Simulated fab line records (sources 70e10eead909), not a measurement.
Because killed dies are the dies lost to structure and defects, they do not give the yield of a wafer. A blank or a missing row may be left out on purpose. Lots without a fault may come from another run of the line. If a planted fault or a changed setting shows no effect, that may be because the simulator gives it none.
Chamber matching	flow nand harc	4 sister chambers for NHARC_A_CONTACT_ETCH_78 on rie diel-11
The step etches the open film in O2/COS, target depth 5300 nm, time 1378 s. 19 wafers are shown with their chamber, then 9 later ones without.

## EACH WAFER AND ITS CHAMBER
wafer	chamber	showerhead plenum p Torr (Torr)	drypump motor current A (A)	rf vpp V (V)
L298.1	0	3.02	4.9	312.5
L298.5	2	3.05	5.9	313.8
L298.6	1	3.22	5.7	315.1
L300.3	3	3.27	5.9	316.7
L300.5	3	3.27	5.8	316.6
L300.6	0	3.02	4.9	312.3
L299.3	0	3.02	4.9	313.0
L299.4	3	3.27	5.9	316.7
L299.5	3	3.27	5.8	317.0
L301.1	3	3.27	5.8	317.1
L301.5	1	3.22	5.7	314.5
L301.6	0	3.02	4.9	312.8
L306.1	1	3.21	5.7	313.7
L306.6	0	3.01	5.0	311.9
L305.1	3	3.27	5.8	315.9
L305.2	1	3.21	5.7	316.1
L314.2	3	3.26	5.8	316.5
L314.5	1	3.20	5.7	315.9
L314.6	0	3.01	4.9	312.6

SIGNATURES (averages over the wafers above)
reading	chamber 0	chamber 1	chamber 2	chamber 3	scatter within a chamber
showerhead plenum p Torr	3.0167	3.2120	3.0500	3.2686	0.00577
drypump motor current A	4.917	5.700	5.900	5.829	0.0388
rf vpp V	312.517	315.060	313.800	316.643	0.612
Rule: for a wafer and a chamber, the distance is found by dividing, reading by reading, the gap between the wafer's reading and the chamber's mean by the reading's scatter, squaring, summing and taking the root. If the next closest chamber is less than 2 further off than the closest, the wafer can't be placed; otherwise it belongs to the closest. The scatter: take each reading less its chamber's mean, square it, sum over the shown wafers, divide by the number of wafers less the number of chambers, and take the root.

## WAFERS WITH NO CHAMBER GIVEN
wafer	showerhead plenum p Torr (Torr)	drypump motor current A (A)	rf vpp V (V)
L315.1	3.03	5.9	312.0
L315.4	3.01	4.9	311.7
L315.5	3.03	5.9	313.6
L318.4	3.26	5.8	316.0
L318.5	3.00	4.9	312.8
L318.6	3.20	5.7	313.9
L319.1	3.00	4.9	312.4
L319.2	3.26	5.8	315.2
L319.4	3.03	5.8	312.6

## WHICH CHAMBER EACH ONE RAN IN
wafer	from the rows above	in truth
L315.1	2	2
L315.4	0	0
L315.5	2	2
L318.4	3	3
L318.5	0	0
L318.6	1	1
L319.1	0	0
L319.2	3	3
L319.4	2	2
Correctly placed: 9 of 9. From these rows, 0 cannot be placed. Placed wrongly: 0.
